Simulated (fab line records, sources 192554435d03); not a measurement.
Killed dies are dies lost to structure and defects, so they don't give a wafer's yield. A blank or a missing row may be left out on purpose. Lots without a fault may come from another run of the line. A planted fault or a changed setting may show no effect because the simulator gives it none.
Which tool did it? | flow n5_finfet | 14 lots, 40 wafers sampled, at 3 steps of a route of 1938

WHAT THE GAUGES READ, wafer by wafer
N5_BEOL_M7_INSPECT_58: inspects for defects (darkfield). Usual: raw_defect_count 67, standard deviation 22.
lot  | measured     | on                | raw_defect_count | flag
L271 | day 10 02:50 | defect_inspect-02 | 59 71 65         |
L270 | day 10 03:00 | defect_inspect-02 | 47 66 56         |
L273 | day 11 02:23 | defect_inspect-02 | 77 88            |
L277 | day 12 07:14 | defect_inspect-01 | 66 63 34         |
L278 | day 12 08:09 | defect_inspect-02 | 69 69 49         |
L282 | day 13 20:02 | defect_inspect-01 | 57 126 79        |
L281 | day 13 20:10 | defect_inspect-01 | 60 45            |
L287 | day 14 22:02 | defect_inspect-02 | 77 121 114       |
L286 | day 14 22:28 | defect_inspect-01 | 44 41 55         |
L288 | day 15 07:46 | defect_inspect-01 | 54 51 43         |
L291 | day 15 08:24 | defect_inspect-02 | 35 49 84         |
L290 | day 15 09:28 | defect_inspect-02 | 59 64 89         |
L292 | day 16 11:22 | defect_inspect-01 | 74 101 61        |
L293 | day 17 02:24 | defect_inspect-02 | 72 59 40         |

N5_BEOL_M8_CD_MEAS_11: target cd 38.5 nm. Usual: cd_nm 38.7 nm, standard deviation 0.44.
lot  | measured     | on        | cd_nm (nm)     | flag
L271 | day 10 03:58 | cd_sem-03 | 37.9 38.5 39.3 |
L270 | day 10 04:13 | cd_sem-03 | 39.0 38.9 38.5 |
L273 | day 11 03:54 | cd_sem-02 | 39.9 39.1      |
L277 | day 12 10:23 | cd_sem-02 | 39.2 38.9 38.8 |
L278 | day 12 11:31 | cd_sem-02 | 39.6 38.5 38.2 |
L282 | day 14 01:48 | cd_sem-02 | 39.0 38.5 37.8 |
L281 | day 14 01:58 | cd_sem-02 | 38.4 38.9      |
L287 | day 15 00:37 | cd_sem-03 | - - -          | OFF
L286 | day 15 00:28 | cd_sem-01 | 39.1 38.1 39.2 |
L288 | day 15 10:16 | cd_sem-02 | - - -          | OFF
L291 | day 15 10:25 | cd_sem-01 | 37.6 38.2 38.9 |
L290 | day 15 11:17 | cd_sem-01 | 38.8 38.8 38.2 |
L292 | day 16 13:13 | cd_sem-02 | 38.8 38.4 38.7 |
L293 | day 17 06:58 | cd_sem-03 | 38.9 38.9 39.0 |

WHICH TOOL RAN EACH LOT (tool, then ch and the chambers of the sampled wafers, then the start)
lot  | N5_BEOL_M8_DEVELOP_10
L271 | litho_track-04 ch 0, day 10 03:55
L270 | litho_track-02 ch 0, day 10 04:09
L273 | litho_track-02 ch 0, day 11 03:50
L277 | litho_track-04 ch 0, day 12 10:20
L278 | litho_track-03 ch 0, day 12 11:27
L282 | litho_track-02 ch 0, day 14 01:44
L281 | litho_track-02 ch 0, day 14 01:54
L287 | litho_track-04, day 15 00:34
L286 | litho_track-04 ch 0, day 15 00:24
L288 | litho_track-04, day 15 10:12
L291 | litho_track-04 ch 0, day 15 10:22
L290 | litho_track-03 ch 0, day 15 11:13
L292 | litho_track-03 ch 0, day 16 13:09
L293 | litho_track-03 ch 0, day 17 06:55
- N5_BEOL_M8_DEVELOP_10: develop time 30 s.

WHAT THE TOOLS THEMSELVES READ (means of the sampled wafers that have a number; where no wafer has one, the mark that the record gives instead)
N5_BEOL_M8_DEVELOP_10. Usual: chill_plate_temp_C 22.99 C, standard deviation 0.11; developer_temp_C 23.00 C, standard deviation 0.12.
lot  | tool           | chill_plate_temp_C (C) | developer_temp_C (C) | flag
L271 | litho_track-04 | 22.94                  | 22.99                |
L270 | litho_track-02 | 22.75                  | 23.01                |
L273 | litho_track-02 | 23.10                  | 23.02                |
L277 | litho_track-04 | 23.04                  | 23.01                |
L278 | litho_track-03 | 23.04                  | 23.11                |
L282 | litho_track-02 | 22.87                  | 22.95                |
L281 | litho_track-02 | 23.05                  | 23.01                |
L287 | litho_track-04 | -                      | -                    | OFF
L286 | litho_track-04 | 22.97                  | 23.01                |
L288 | litho_track-04 | -                      | -                    | OFF
L291 | litho_track-04 | 23.10                  | 23.06                |
L290 | litho_track-03 | 22.94                  | 23.04                |
L292 | litho_track-03 | 22.97                  | 23.03                |
L293 | litho_track-03 | 23.04                  | 23.01                |

THE ANSWER, worked out from the rows above alone
Rule: a lot is off if the mean of its wafers that have a number lies more than 3 standard deviations from the usual mean. A lot without any number at a reading at which 4 lots or more have one is off too. The other lots that the step has rows for count as sound. The gauges are gone through in route order, then the tools' own readings, and for those a lot's mean is taken as printed above. The first step at which some lot is off is used, and at that step the reading that is off furthest; a lot without a number counts as furthest.
Off: L287, L288, at N5_BEOL_M8_CD_MEAS_11 (cd_nm). Without a number there: L287, L288.
A tool fits if, at a process step before that reading, it ran every lot that is off, and no sound lot after the first of them. The gauges at N5_BEOL_M8_CD_MEAS_11 aren't tried: what is off there is off at N5_BEOL_M8_DEVELOP_10 too, on other tools, and a gauge's error can't cause that. None of those tried fits.

WHAT THE SIMULATOR HAD PUT IN
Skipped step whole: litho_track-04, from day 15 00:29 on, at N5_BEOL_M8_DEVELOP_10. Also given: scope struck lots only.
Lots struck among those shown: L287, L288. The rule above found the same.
